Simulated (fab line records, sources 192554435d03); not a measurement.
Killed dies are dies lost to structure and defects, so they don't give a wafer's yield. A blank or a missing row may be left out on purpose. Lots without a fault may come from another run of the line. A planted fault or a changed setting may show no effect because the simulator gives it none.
Split-lot experiment | flow n5_finfet | 7 lots, 39 wafers read, on a route of 1938 steps

THE SPLIT
At N5_BEOL_M0_SAQP_PECVD_96 (deposits a-Si from SiH4/He, target thk 45 nm, time 45.2 s), the setting time_s was moved away from the recipe's 45.2 s on 15 of the 39 wafers read, by -58.2% to +53.2%. The other wafers ran this setting at the recipe's value.

FROM THE SPLIT TO THE READING: what the file shows between them, 4 steps
- N5_BEOL_M0_SAQP_PECVD_97: deposits SiNx from SiH4/NH3/N2, target thk 23 nm, time 19.9 s
- N5_BEOL_M0_SAQP_PECVD_04: deposits a-Si from SiH4/He, target thk 60 nm, time 60.2 s
- N5_BEOL_M0_SAQP_ETCH_101: etches SiNx in CH3F/O2, target depth 29.9 nm, time 42.7 s
- N5_BEOL_M0_SAQP_ETCH_102: etches SiO2 in CF4, target depth 4 nm, time 4.4 s

THE READING
oes_product_au, in a.u., at N5_BEOL_M0_SAQP_MANDREL_ETCH_103 (etches a-Si in HBr/Cl2, stops on SiCN, target depth 45 nm, bt time 10 s, time 27 s). Fault-free wafers of this fab line usually give 0.686 a.u., standard deviation 0.0093 a.u..

wafer  | tool, chamber at the split | time_s as run, s | against the recipe | oes_product_au, a.u. | against lot-mates on the recipe
L076.1 | pecvd-02, 2,1              | 45.2             | recipe             | 0.666                | -
L076.2 | pecvd-02, 2,1              | 45.2             | recipe             | 0.678                | -
L076.3 | pecvd-02, 0                | 69.25            | +53.2%             | 0.895                | +0.216
L076.4 | pecvd-02, 1                | 45.2             | recipe             | 0.694                | -
L076.5 | pecvd-02, 2                | 69.25            | +53.2%             | 0.901                | +0.222
L076.6 | pecvd-02, 0                | 69.25            | +53.2%             | 0.907                | +0.228
L078.1 | pecvd-02, 2                | 45.2             | recipe             | 0.697                | -
L078.3 | pecvd-02, 0                | 45.2             | recipe             | 0.688                | -
L078.6 | pecvd-02, 2                | 45.2             | recipe             | 0.692                | -
L079.1 | pecvd-02, 1                | 45.2             | recipe             | 0.695                | -
L079.2 | pecvd-02, 2                | 21.16            | -53.2%             | 0.469                | -0.228
L079.3 | pecvd-02, 0                | 21.16            | -53.2%             | 0.467                | -0.230
L079.4 | pecvd-02, 1                | 21.16            | -53.2%             | 0.475                | -0.222
L079.5 | pecvd-02, 2                | 45.2             | recipe             | 0.697                | -
L079.6 | pecvd-02, 0                | 45.2             | recipe             | 0.700                | -
L087.1 | pecvd-02, 0                | 20.77            | -54.0%             | 0.474                | -0.202
L087.2 | pecvd-02, 1                | 45.2             | recipe             | 0.664                | -
L087.3 | pecvd-02, 2                | 45.2             | recipe             | 0.672                | -
L087.4 | pecvd-02, 1                | 20.77            | -54.0%             | 0.465                | -0.211
L087.5 | pecvd-02, 0                | 20.77            | -54.0%             | 0.468                | -0.208
L087.6 | pecvd-02, 2                | 45.2             | recipe             | 0.693                | -
L090.1 | pecvd-04, 2,1              | 33.38            | -26.2%             | 0.588                | -0.099
L090.2 | pecvd-04, 0                | 33.38            | -26.2%             | 0.565                | -0.122
L090.3 | pecvd-04, 1                | 45.2             | recipe             | 0.680                | -
L090.4 | pecvd-04, 2                | 45.2             | recipe             | 0.683                | -
L090.5 | pecvd-04, 2,1              | 33.38            | -26.2%             | 0.573                | -0.114
L090.6 | pecvd-04, 0                | 45.2             | recipe             | 0.697                | -
L094.1 | pecvd-01, 1                | 45.2             | recipe             | 0.681                | -
L094.2 | pecvd-01, 2                | 45.2             | recipe             | 0.682                | -
L094.3 | pecvd-01, 0,1,2            | 45.2             | recipe             | 0.666                | -
L094.4 | pecvd-01, 0                | 45.2             | recipe             | 0.691                | -
L094.5 | pecvd-01, 0,1,2            | 45.2             | recipe             | 0.685                | -
L094.6 | pecvd-01, 0,1,2            | 45.2             | recipe             | 0.689                | -
L097.1 | pecvd-01, 1                | 45.2             | recipe             | 0.701                | -
L097.2 | pecvd-01, 0                | 45.2             | recipe             | 0.678                | -
L097.3 | pecvd-01, 2                | 18.91            | -58.2%             | 0.450                | -0.236
L097.4 | pecvd-01, 1                | 45.2             | recipe             | 0.680                | -
L097.5 | pecvd-01, 0                | 18.91            | -58.2%             | 0.461                | -0.225
L097.6 | pecvd-01, 2                | 18.91            | -58.2%             | 0.443                | -0.243
Where a row lists several chambers, the file gives one row for several wafers and doesn't say which wafer went through which chamber.

THE FIT
A straight line over all 39 wafers: oes_product_au changes by +0.00404 a.u. for each +1% of time_s; r = +1.00; the points scatter about the line by 0.0096 a.u..
The same after taking each lot's own level away (the mean of its wafers on the recipe; 39 wafers): +0.00409 a.u. for each +1%; r = +1.00; scatter 0.0095 a.u..
On that fit, the largest move of time_s shifts the reading by 0.24 a.u..
The lots' own levels span 0.6763 to 0.6973 a.u., that is 2.3 times the standard deviation above.
So the lot-to-lot level changes the slope little: the two slopes agree.
Check: with one of the wafers moved furthest among these (-58.2%) left out of the fit, the line predicts -0.237 a.u. for it against its lot-mates. It came out at -0.236 a.u. against them.

OTHER SPLITS ON THESE WAFERS
These wafers also went through other splits before the reading. Each is held against what the fit with the lots' levels taken away leaves over:
other split on the same wafers          | wafers away from the commonest value | r with oes_product_au (lot level and that fit taken away)
N5_ZERO_LAYER_DEVELOP_10 develop_time_s | 18                                   | +0.02
N5_FIN_SAQP_DESCUM_21 time_s            | 15                                   | -0.11
N5_SDB_ALD_29 ald_cycles                | 18                                   | -0.21
N5_HKMG_FIN_ALD_71 ald_cycles           | 9                                    | -0.16

THE WHOLE CHAIN: every reading that the file lists as answering this split, in the file's order
step                             | what it does                                                                       | reading                                                                               | change (the file's fit)                   | r (the file's)
N5_BEOL_M0_SAQP_PECVD_96         | deposits a-Si from SiH4/He, target thk 45 nm, time 45.2 s                          | a-Si_of_BEOL_M0_SAQP_PECVD_96.thk_nm (the simulator's own value, which no gauge read) | +0.454 nm for each +1% of the setting     | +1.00
N5_BEOL_M0_SAQP_MANDREL_ETCH_103 | etches a-Si in HBr/Cl2, stops on SiCN, target depth 45 nm, bt time 10 s, time 27 s | oes_product_au                                                                        | +0.00409 a.u. for each +1% of the setting | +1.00
N5_BEOL_M0_SAQP_MANDREL_ETCH_103 | etches a-Si in HBr/Cl2, stops on SiCN, target depth 45 nm, bt time 10 s, time 27 s | etch.depth_nm (the simulator's own value, which no gauge read)                        | +0.454 nm for each +1% of the setting     | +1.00
N5_BEOL_M0_SAQP_ETCH_107         | etches SiNx in CH3F/O2, target depth 30 nm                                         | a-Si_of_BEOL_M0_SAQP_PECVD_96.thk_nm (the simulator's own value, which no gauge read) | +0.455 nm for each +1% of the setting     | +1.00

THE FILE'S OWN FIT
oes_product_au changes by +0.00409 a.u. for each +1% of time_s, r = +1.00.
